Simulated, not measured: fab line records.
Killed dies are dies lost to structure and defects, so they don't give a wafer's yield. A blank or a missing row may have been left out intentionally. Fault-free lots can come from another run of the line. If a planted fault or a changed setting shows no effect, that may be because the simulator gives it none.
Commonality check across tools / flow nand harc / Lots sampled 12, wafers sampled 36

== WHY IT WAS OPENED ==
On 2 of the 12 lots, a flag is raised at NHARC_END_SORT_01 on the reading killed at array. Fault-free wafers read 27, with a standard deviation of 11.
Rule: a lot is flagged in two cases, either no wafer of it has a number, or all its wafers with numbers fall more than 4 standard deviations from that mean. The other lots count as sound.

lot=L597; measured=day 19 05:02; on=prober-02; killed at array, wafer by wafer=11 12 16; flag=
lot=L600; measured=day 19 06:07; on=prober-01; killed at array, wafer by wafer=21 8 19; flag=
lot=L599; measured=day 19 12:53; on=prober-02; killed at array, wafer by wafer=16 19 13; flag=
lot=L603; measured=day 20 07:42; on=prober-02; killed at array, wafer by wafer=15 9 17; flag=
lot=L609; measured=day 22 02:30; on=prober-02; killed at array, wafer by wafer=676 675 674; flag=FLAGGED
lot=L608; measured=day 22 19:01; on=prober-01; killed at array, wafer by wafer=674 674 672; flag=FLAGGED
lot=L615; measured=day 24 06:10; on=prober-01; killed at array, wafer by wafer=15 15 12; flag=
lot=L616; measured=day 24 06:13; on=prober-02; killed at array, wafer by wafer=45 61 50; flag=
lot=L618; measured=day 24 16:22; on=prober-01; killed at array, wafer by wafer=25 21 34; flag=
lot=L617; measured=day 24 17:58; on=prober-02; killed at array, wafer by wafer=14 22 21; flag=
lot=L620; measured=day 25 00:54; on=prober-02; killed at array, wafer by wafer=28 36 31; flag=
lot=L619; measured=day 25 23:37; on=prober-02; killed at array, wafer by wafer=37 44 37; flag=
Average over the flagged lots: 674; offset from the usual +647, equal to +59 standard deviations.

== WHICH TOOL EACH LOT WENT THROUGH ==
The record holds 3 process steps before the reading, out of a route of 1159 steps. Every cell lists first the tool, next ch and the chambers used by the sampled wafers, and last the start.
lot=L597; flag=; NHARC_A_CHANNEL_HOLE_D1_ETCH_44=rie diel-03 ch 0,2,3, day 8 11:17; NHARC_A_CHANNEL_HOLE_D1_STRIP_27=rie diel-03 ch 1,2, day 8 12:04 or earlier; NHARC_A_CHANNEL_FILL_D1_ALD_03=ald sin batch-03 ch 0, day 19 05:02 or earlier
lot=L600; flag=; NHARC_A_CHANNEL_HOLE_D1_ETCH_44=rie diel-03 ch 1,3, day 9 01:47; NHARC_A_CHANNEL_HOLE_D1_STRIP_27=rie diel-03 ch 1,2,3, day 9 03:02 or earlier; NHARC_A_CHANNEL_FILL_D1_ALD_03=ald sin batch-01 ch 0, day 19 06:07 or earlier
lot=L599; flag=; NHARC_A_CHANNEL_HOLE_D1_ETCH_44=rie diel-03 ch 0,3, day 9 06:25; NHARC_A_CHANNEL_HOLE_D1_STRIP_27=rie diel-03 ch 0,2,3, day 9 07:13 or earlier; NHARC_A_CHANNEL_FILL_D1_ALD_03=ald sin batch-02 ch 0, day 19 12:53 or earlier
lot=L603; flag=; NHARC_A_CHANNEL_HOLE_D1_ETCH_44=rie diel-11 ch 0,2,3, day 9 17:16; NHARC_A_CHANNEL_HOLE_D1_STRIP_27=rie diel-11 ch 0,1,3, day 9 18:04 or earlier; NHARC_A_CHANNEL_FILL_D1_ALD_03=ald sin batch-02 ch 0, day 20 07:42 or earlier
lot=L609; flag=FLAGGED; NHARC_A_CHANNEL_HOLE_D1_ETCH_44=rie diel-03 ch 0,1,3, day 11 21:39; NHARC_A_CHANNEL_HOLE_D1_STRIP_27=rie diel-03 ch 1,2,3, day 11 21:48; NHARC_A_CHANNEL_FILL_D1_ALD_03=no row
lot=L608; flag=FLAGGED; NHARC_A_CHANNEL_HOLE_D1_ETCH_44=rie diel-03 ch 0,1,2, day 12 00:23; NHARC_A_CHANNEL_HOLE_D1_STRIP_27=rie diel-03 ch 0,1,2, day 12 00:28; NHARC_A_CHANNEL_FILL_D1_ALD_03=no row
lot=L615; flag=; NHARC_A_CHANNEL_HOLE_D1_ETCH_44=rie diel-10 ch 1,3, day 12 16:55; NHARC_A_CHANNEL_HOLE_D1_STRIP_27=rie diel-10 ch 0,1,3, day 12 17:43 or earlier; NHARC_A_CHANNEL_FILL_D1_ALD_03=ald sin batch-01 ch 0, day 24 06:10 or earlier
lot=L616; flag=; NHARC_A_CHANNEL_HOLE_D1_ETCH_44=rie diel-10 ch 0,1,3, day 13 10:22; NHARC_A_CHANNEL_HOLE_D1_STRIP_27=rie diel-10 ch 1,2,3, day 13 11:08 or earlier; NHARC_A_CHANNEL_FILL_D1_ALD_03=ald sin batch-01 ch 0, day 24 06:13 or earlier
lot=L618; flag=; NHARC_A_CHANNEL_HOLE_D1_ETCH_44=rie diel-03 ch 0,1,2, day 13 16:53; NHARC_A_CHANNEL_HOLE_D1_STRIP_27=rie diel-03 ch 1,2,3, day 13 17:41 or earlier; NHARC_A_CHANNEL_FILL_D1_ALD_03=ald sin batch-03 ch 0, day 24 16:22 or earlier
lot=L617; flag=; NHARC_A_CHANNEL_HOLE_D1_ETCH_44=rie diel-11 ch 0,1, day 13 08:53; NHARC_A_CHANNEL_HOLE_D1_STRIP_27=rie diel-11 ch 0,1,3, day 13 09:41 or earlier; NHARC_A_CHANNEL_FILL_D1_ALD_03=ald sin batch-01 ch 0, day 24 17:58 or earlier
lot=L620; flag=; NHARC_A_CHANNEL_HOLE_D1_ETCH_44=rie diel-11 ch 1,2,3, day 14 08:10; NHARC_A_CHANNEL_HOLE_D1_STRIP_27=rie diel-11 ch 0,2,3, day 14 08:57 or earlier; NHARC_A_CHANNEL_FILL_D1_ALD_03=ald sin batch-01 ch 0, day 25 00:54 or earlier
lot=L619; flag=; NHARC_A_CHANNEL_HOLE_D1_ETCH_44=rie diel-03 ch 0,1,3, day 14 12:21; NHARC_A_CHANNEL_HOLE_D1_STRIP_27=rie diel-03 ch 0,3, day 14 13:08 or earlier; NHARC_A_CHANNEL_FILL_D1_ALD_03=ald sin batch-01 ch 0, day 25 23:37 or earlier
What is done by these steps:
- NHARC_A_CHANNEL_HOLE_D1_ETCH_44: etches the open film in CF4/O2, target depth 140 nm, overetch 14 nm, time 77 s.
- NHARC_A_CHANNEL_HOLE_D1_STRIP_27: strips in O2.
- NHARC_A_CHANNEL_FILL_D1_ALD_03: deposits SiNx, target thk 6 nm, pulse time 60 s, ald cycles 58.
- NHARC_END_SORT_01

== FLAGGED OVER TOTAL, TOOL BY TOOL (the gauges that took the reading come last) ==
step=NHARC_A_CHANNEL_HOLE_D1_ETCH_44; tool=rie diel-03; lots run=7; flagged=2; share of the flagged lots=all; sound lots run after its first flagged lot=2 (L618,L619)
step=NHARC_A_CHANNEL_HOLE_D1_ETCH_44; tool=rie diel-10; lots run=2; flagged=0; share of the flagged lots=none; sound lots run after its first flagged lot=-
step=NHARC_A_CHANNEL_HOLE_D1_ETCH_44; tool=rie diel-11; lots run=3; flagged=0; share of the flagged lots=none; sound lots run after its first flagged lot=-
step=NHARC_A_CHANNEL_HOLE_D1_STRIP_27; tool=rie diel-03; lots run=7; flagged=2; share of the flagged lots=all; sound lots run after its first flagged lot=2 (L618,L619)
step=NHARC_A_CHANNEL_HOLE_D1_STRIP_27; tool=rie diel-10; lots run=2; flagged=0; share of the flagged lots=none; sound lots run after its first flagged lot=-
step=NHARC_A_CHANNEL_HOLE_D1_STRIP_27; tool=rie diel-11; lots run=3; flagged=0; share of the flagged lots=none; sound lots run after its first flagged lot=-
step=NHARC_A_CHANNEL_FILL_D1_ALD_03; tool=ald sin batch-01; lots run=6; flagged=0; share of the flagged lots=none; sound lots run after its first flagged lot=-
step=NHARC_A_CHANNEL_FILL_D1_ALD_03; tool=ald sin batch-02; lots run=2; flagged=0; share of the flagged lots=none; sound lots run after its first flagged lot=-
step=NHARC_A_CHANNEL_FILL_D1_ALD_03; tool=ald sin batch-03; lots run=2; flagged=0; share of the flagged lots=none; sound lots run after its first flagged lot=-
step=NHARC_END_SORT_01; tool=prober-01; lots run=4; flagged=1; share of the flagged lots=some; sound lots run after its first flagged lot=2 (L615,L618)
step=NHARC_END_SORT_01; tool=prober-02; lots run=8; flagged=1; share of the flagged lots=some; sound lots run after its first flagged lot=4 (L616,L617,L620,L619)
Because NHARC_A_CHANNEL_HOLE_D1_STRIP_27 lacks a start for some lots, the hours and order of its lots are taken from NHARC_A_CHANNEL_HOLE_D1_CD_MEAS_30. Because NHARC_A_CHANNEL_FILL_D1_ALD_03 lacks a start for some lots, the hours and order of its lots are taken from NHARC_END_SORT_01.

== WHAT IS ALLOWED BY THE TABLE ==
Every flagged lot went through 2 rows of the table: rie diel-03 at NHARC_A_CHANNEL_HOLE_D1_ETCH_44 and rie diel-03 at NHARC_A_CHANNEL_HOLE_D1_STRIP_27.
- rie diel-03 at NHARC_A_CHANNEL_HOLE_D1_ETCH_44 ran 7 lots, 2 of them flagged. Lots that were sound ran on it after the first flagged one (L618, L619); a persistent fault on the entire tool would not allow that. On the flagged lots its readings are blank where sound lots have values: bias w, cf4 flow sccm, drypump motor current A, o2 flow sccm and 4 more.
- rie diel-03 at NHARC_A_CHANNEL_HOLE_D1_STRIP_27 ran 7 lots, 2 of them flagged. Lots that were sound ran on it after the first flagged one (L618, L619); a persistent fault on the entire tool would not allow that.
There is no row in the table that ran each flagged lot and no sound lot after the first.

== WHAT THE SIMULATOR PUT IN ==
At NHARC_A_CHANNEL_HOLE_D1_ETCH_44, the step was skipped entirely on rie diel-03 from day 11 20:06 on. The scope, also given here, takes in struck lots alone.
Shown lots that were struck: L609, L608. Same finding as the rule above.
